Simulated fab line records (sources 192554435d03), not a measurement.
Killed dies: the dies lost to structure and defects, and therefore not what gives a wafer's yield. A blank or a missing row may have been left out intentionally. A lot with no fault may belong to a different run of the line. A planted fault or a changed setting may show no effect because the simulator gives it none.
What tool caused it? | flow n5-finfet | 36 wafers from 12 lots sampled at 5 of the route's 1938 steps

## WHAT THE GAUGES SHOWED, per wafer
N5_BEOL_M12_OCD_MEAS_35.
lot  | measured     | on     | trench-depth-nm (nm)
L075 | day 10 21:07 | ocd-02 | 325 326 328
L077 | day 11 02:41 | ocd-02 | 315 322 318
L078 | day 11 15:10 | ocd-02 | 325 309 310
L081 | day 12 05:02 | ocd-02 | 316 323 317
L083 | day 12 19:46 | ocd-02 | 313 317 330
L084 | day 13 00:40 | ocd-02 | 317 312 309
L087 | day 14 03:26 | ocd-02 | 331 314 327
L088 | day 14 16:35 | ocd-01 | 322 318 321
L090 | day 15 11:11 | ocd-02 | 321 320 322
L093 | day 17 00:07 | ocd-02 | 319 318 319
L096 | day 17 10:36 | ocd-02 | 321 324 326
L095 | day 18 19:33 | ocd-01 | 323 316 324

## WHICH TOOL RAN EACH LOT (tool, then ch and the chambers of the sampled wafers, then the start)
lot  | N5_BEOL_M11_DESCUM_33              | N5_BEOL_M11_DEGAS_44         | N5_BEOL_M11_PRE_CLEAN_45     | N5_BEOL_M12_VIA_ETCH_16
L075 | rie-diel-06 ch 0,1,2, day 10 14:46 | pvd-sputter-01, day 10 15:59 | pvd-sputter-01, day 10 16:02 | rie-diel-03 ch 1,2,3, day 10 19:41
L077 | rie-diel-04 ch 0,2, day 10 20:58   | pvd-sputter-03, day 10 22:14 | pvd-sputter-03, day 10 22:17 | rie-diel-03 ch 0,1,2, day 11 01:06
L078 | rie-diel-06 ch 1,2, day 11 10:08   | pvd-sputter-02, day 11 11:23 | pvd-sputter-02, day 11 11:26 | rie-diel-05 ch 0,2, day 11 13:49
L081 | rie-diel-06 ch 2,3, day 12 00:02   | pvd-sputter-03, day 12 01:13 | pvd-sputter-03, day 12 01:16 | rie-diel-05 ch 0,2,3, day 12 03:42
L083 | rie-diel-06 ch 0,1, day 12 14:52   | pvd-sputter-01, day 12 15:58 | pvd-sputter-01, day 12 16:01 | rie-diel-03 ch 0,3, day 12 18:25
L084 | rie-diel-02 ch 0,1,3, day 12 18:10 | pvd-sputter-03, day 12 20:31 | pvd-sputter-03, day 12 20:33 | rie-diel-01 ch 2,3, day 12 22:55
L087 | rie-diel-04 ch 0,1,3, day 13 21:44 | pvd-sputter-02, day 13 22:54 | pvd-sputter-02, day 13 22:56 | rie-diel-05 ch 0,1,2, day 14 02:02
L088 | rie-diel-02 ch 0,1,3, day 14 11:38 | pvd-sputter-03, day 14 12:56 | pvd-sputter-03, day 14 12:59 | rie-diel-01 ch 0,1,2, day 14 15:15
L090 | rie-diel-04 ch 0,1,3, day 15 05:07 | pvd-sputter-01, day 15 06:10 | pvd-sputter-01, day 15 06:13 | rie-diel-05 ch 0,1,2, day 15 09:43
L093 | rie-diel-04 ch 2,3, day 16 18:14   | pvd-sputter-01, day 16 19:24 | pvd-sputter-01, day 16 19:26 | rie-diel-03 ch 0,1,3, day 16 22:46
L096 | rie-diel-04 ch 0,1, day 17 04:14   | pvd-sputter-01, day 17 05:20 | pvd-sputter-01, day 17 05:23 | rie-diel-05 ch 0,3, day 17 09:16
L095 | rie-diel-02 ch 0,1,2, day 18 12:13 | pvd-sputter-03, day 18 13:27 | pvd-sputter-03, day 18 13:29 | rie-diel-01 ch 2,3, day 18 18:13
- N5_BEOL_M11_DESCUM_33: chemistry O2, time 7.9 s.
- N5_BEOL_M11_DEGAS_44: time 60 s.
- N5_BEOL_M11_PRE_CLEAN_45: time 30 s.
- N5_BEOL_M12_VIA_ETCH_16: etches SiOC in C4F8/O2/Ar, target depth 724.8 nm.

## THE ANSWER, worked out from the rows above alone
Rule: the usual values come from the lots themselves. Put in order of their means at a reading, lots are off if they are a third of the lots or fewer, leave a main group of 4 or more, and stand apart from it by a gap of 3 or more times the standard deviation of the main group's means; of several such gaps the widest counts. If all means in a main group match to the digits the tables above print for the reading, that group is not used. Also off: a lot with no number at a reading for which 4 or more lots have one. The other lots that the step has rows for count as sound.
No lot is off on any of the readings shown, so nothing can be concluded from this.

## WHAT THE SIMULATOR HAD PUT IN
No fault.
